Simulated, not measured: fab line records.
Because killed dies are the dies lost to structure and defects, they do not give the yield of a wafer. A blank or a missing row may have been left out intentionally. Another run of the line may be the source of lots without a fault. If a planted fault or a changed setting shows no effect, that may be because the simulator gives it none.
A lot that was struck, set against a sound lot -- flow nandHarc -- 12 steps out of a route of 1302
Sound: wafers L222.1, L222.2, L222.4. The struck wafers were L233.1, L233.2, L233.5. The cause is named last.
At each step with rows: each side's tool, then ch and its chambers, then its first start. Under that, the readings that differ: sound wafers -- struck wafers -- difference of the means -- sigmas: that difference in standard deviations of wafers without a fault.
alike: readings with means less than 2 such deviations apart, plus words and numbers identical on both sides. not compared: withheld readings, readings lacking a value on some wafer, bounds such as >300 that could conceal the same value, and numbers that have no deviation in the record and whose values overlap.
Wherever a step has rows on one side only, a row that says differs or no value, or a row with sigmas, the two part there. Numbers that have no deviation but don't overlap get no sigmas and don't part them. Lack of a reading on every wafer of one side parts them only where that side has two or more wafers.

first, 1 step without rows for these wafers: NHARC_A_CHANNEL_FILL_D2_ANNEAL_22 (time 7200 s).
NHARC_A_CHANNEL_FILL_D2_ALD_25: deposits SiOx, target thk 60 nm, pulse time 10 s, ald cycles 600.
  sound on aldHk-02 ch 1,2,3, day 16 02:19; struck on aldHk-02 ch 0,1,3, day 19 22:29
  alike: heaterPowerW, precursorPulseHeightRel
NHARC_A_CHANNEL_FILL_D2_ETCHBACK_08: etches the open film in C4F8, target depth 220 nm, time 110 s.
  sound: rieDiel-04 ch 0,1,2; struck: rieDiel-08 ch 0,2,3
  alike: oesProductAu, rfVppV
  not compared: rfHoursCounterH
NHARC_A_CHANNEL_FILL_D2_STRIP_29: strips in O2, time 20 s.
  sound: rieDiel-04 ch 0,2,3; struck: rieDiel-08 ch 0,2,3
  alike: drypumpMotorCurrentA, oesProductAu, rfVppV, showerheadPlenumPTorr, throttleValvePct
  not compared: rfHoursCounterH
then, 3 steps without rows for these wafers: NHARC_A_CHANNEL_FILL_D2_PRECLEAN_30 (cleans in dHF, time 30 s); NHARC_A_CHANNEL_FILL_D2_SRD_31; NHARC_A_CHANNEL_FILL_D2_CVD_09 (deposits poly-Si, target thk 150 nm, time 3000 s).
NHARC_A_CHANNEL_FILL_D2_CMP_10: polishes, target thk 150 nm.
  sound on cmp-03 ch 0,1,3, day 16 13:53; struck on cmp-04 ch 0,1,3, day 20 09:10
  alike: motorCurrentA, timeToEndpointS
following that, these wafers have no rows for 1 step: NHARC_A_CHANNEL_FILL_D2_SRD_12.
NHARC_A_CHANNEL_FILL_D2_RTA_24: time 5 s.
  sound on rtpAnneal-02 ch 0, day 16 14:37; struck on rtpAnneal-01 ch 0, day 20 10:13
reading,sound,struck,difference,sigmas
lampPowerPct (%),31.2 31.2 31.2,28.6 28.6 28.6,-2.6,-2
  alike: wafer_temp_C_max
NHARC_A_CHANNEL_FILL_D2_INSPECT_13:
  struck on defectInspect-02, day 20 10:25; sound on defectInspect-02, day 16 14:48
  alike: rawDefectCount
following that, these wafers have no rows for 1 step: NHARC_END_SORT_01.

== WHERE THEY PART ==
Within this record, at NHARC_A_CHANNEL_FILL_D2_RTA_24 only. Later steps at which nothing parts them and some readings are alike: NHARC_A_CHANNEL_FILL_D2_INSPECT_13.

WHY: the cause the simulator had injected
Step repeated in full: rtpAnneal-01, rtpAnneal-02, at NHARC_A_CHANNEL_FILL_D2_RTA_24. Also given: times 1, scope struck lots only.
